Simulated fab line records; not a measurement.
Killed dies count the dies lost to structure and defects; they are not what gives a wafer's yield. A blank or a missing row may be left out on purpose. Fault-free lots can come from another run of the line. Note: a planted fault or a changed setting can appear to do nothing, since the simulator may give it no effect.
Split-lot trial | flow n5Finfet | 39 wafers read across 7 lots, on a route 1938 steps long

## ON THE SPLIT
At N5_HKMG_FIN_DEVELOP_11 (develop time 30 s), the setting developTimeS was moved away from the recipe's 30 s on 12 of the 39 wafers read, by -34.4% to +49.9%. The other wafers ran this setting at the recipe's value.

Between the split and the reading, the file records no step.

## THE READING
cdNm (nm) at N5_HKMG_FIN_CD_MEAS_12, where the cd target is 92.8 nm. A value of 92.6 nm with a standard deviation of 0.56 nm is what fault-free wafers of this fab line usually give.

wafer  | tool, chamber at the split | developTimeS as run, s | against the recipe | cdNm, nm | against lot-mates on the recipe
L077.1 | lithoTrack-05, 0           | 44.66                  | +48.9%             | 94.0     | +1.7
L077.2 | lithoTrack-05, 0           | 30                     | recipe             | 92.9     | -
L077.3 | lithoTrack-05, 0           | 30                     | recipe             | 92.2     | -
L077.4 | lithoTrack-05, 0           | 44.66                  | +48.9%             | 94.0     | +1.7
L077.5 | lithoTrack-05, 0           | 44.66                  | +48.9%             | 93.7     | +1.4
L077.6 | lithoTrack-05, 0           | 30                     | recipe             | 91.9     | -
L083.1 | lithoTrack-05, 0           | 30                     | recipe             | 92.1     | -
L083.2 | lithoTrack-05, 0           | 44.96                  | +49.9%             | 94.7     | +2.1
L083.3 | lithoTrack-05, 0           | 44.96                  | +49.9%             | 94.6     | +2.0
L083.4 | lithoTrack-05, 0           | 44.96                  | +49.9%             | 94.7     | +2.1
L083.5 | lithoTrack-05, 0           | 30                     | recipe             | 92.7     | -
L083.6 | lithoTrack-05, 0           | 30                     | recipe             | 92.9     | -
L086.1 | lithoTrack-02, 0           | 30                     | recipe             | 93.2     | -
L086.2 | lithoTrack-02, 0           | 43.95                  | +46.5%             | 94.7     | +1.8
L086.3 | lithoTrack-02, 0           | 30                     | recipe             | 93.0     | -
L086.4 | lithoTrack-02, 0           | 43.95                  | +46.5%             | 95.2     | +2.3
L086.5 | lithoTrack-02, 0           | 30                     | recipe             | 92.4     | -
L086.6 | lithoTrack-02, 0           | 43.95                  | +46.5%             | 94.6     | +1.7
L090.1 | lithoTrack-05, 0           | 30                     | recipe             | 92.6     | -
L090.2 | lithoTrack-05, 0           | 30                     | recipe             | 92.5     | -
L090.3 | lithoTrack-05, 0           | 30                     | recipe             | 92.0     | -
L090.4 | lithoTrack-05, 0           | 30                     | recipe             | 92.4     | -
L090.5 | lithoTrack-05, 0           | 30                     | recipe             | 92.4     | -
L090.6 | lithoTrack-05, 0           | 30                     | recipe             | 92.3     | -
L092.1 | lithoTrack-03, 0           | 19.69                  | -34.4%             | 90.1     | -2.9
L092.2 | lithoTrack-03, 0           | 30                     | recipe             | 92.6     | -
L092.3 | lithoTrack-03, 0           | 30                     | recipe             | 92.7     | -
L092.4 | lithoTrack-03, 0           | 19.69                  | -34.4%             | 89.8     | -3.2
L092.5 | lithoTrack-03, 0           | 19.69                  | -34.4%             | 90.7     | -2.3
L092.6 | lithoTrack-03, 0           | 30                     | recipe             | 93.7     | -
L094.1 | lithoTrack-02, 0           | 30                     | recipe             | 92.0     | -
L094.2 | lithoTrack-02, 0           | 30                     | recipe             | 92.0     | -
L094.3 | lithoTrack-02, 0           | 30                     | recipe             | 91.5     | -
L094.4 | lithoTrack-02, 0           | 30                     | recipe             | 93.0     | -
L094.5 | lithoTrack-02, 0           | 30                     | recipe             | 92.2     | -
L094.6 | lithoTrack-02, 0           | 30                     | recipe             | 92.0     | -
L096.3 | lithoTrack-03, 0           | 30                     | recipe             | 92.1     | -
L096.4 | lithoTrack-03, 0           | 30                     | recipe             | 92.2     | -
L096.5 | lithoTrack-03, 0           | 30                     | recipe             | 91.6     | -

THE FIT
A straight line over all 39 wafers: cdNm changes by +0.0468 nm for each +1% of developTimeS; r = +0.91; the points scatter about the line by 0.52 nm.
The same after taking each lot's own level away (the mean of its wafers on the recipe; 39 wafers): +0.0474 nm for each +1%; r = +0.92; scatter 0.5 nm.
Per that fit: largest developTimeS move, reading shift of 2.4 nm.
The lots' own levels span 91.97 to 93.00 nm, that is 1.8 times the standard deviation above.
The two slopes are in agreement: the lot-to-lot level therefore moves the slope only a little.
Check: with one of the wafers moved furthest among these (+49.9%) left out of the fit, the line predicts +2.18 nm for it against its lot-mates. Against them it came out at +2.13 nm.

## THE OTHER SPLITS THESE WAFERS WENT THROUGH
These wafers also went through other splits before the reading. Each is held against what the fit with the lots' levels taken away leaves over:
other split on the same wafers       | wafers away from the commonest value | r with cdNm (lot level and that fit taken away)
N5_ZERO_LAYER_PECVD_02 timeS         | 15                                   | -0.06
N5_FIN_SAQP_SPACER1_ALD_24 aldCycles | 15                                   | -0.15
N5_SD_EPI_N_ETCH_16 targetDepthA     | 18                                   | +0.27

## THE FILE'S OWN FIT
cdNm changes by +0.0449 nm for each +1% of developTimeS, r = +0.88.
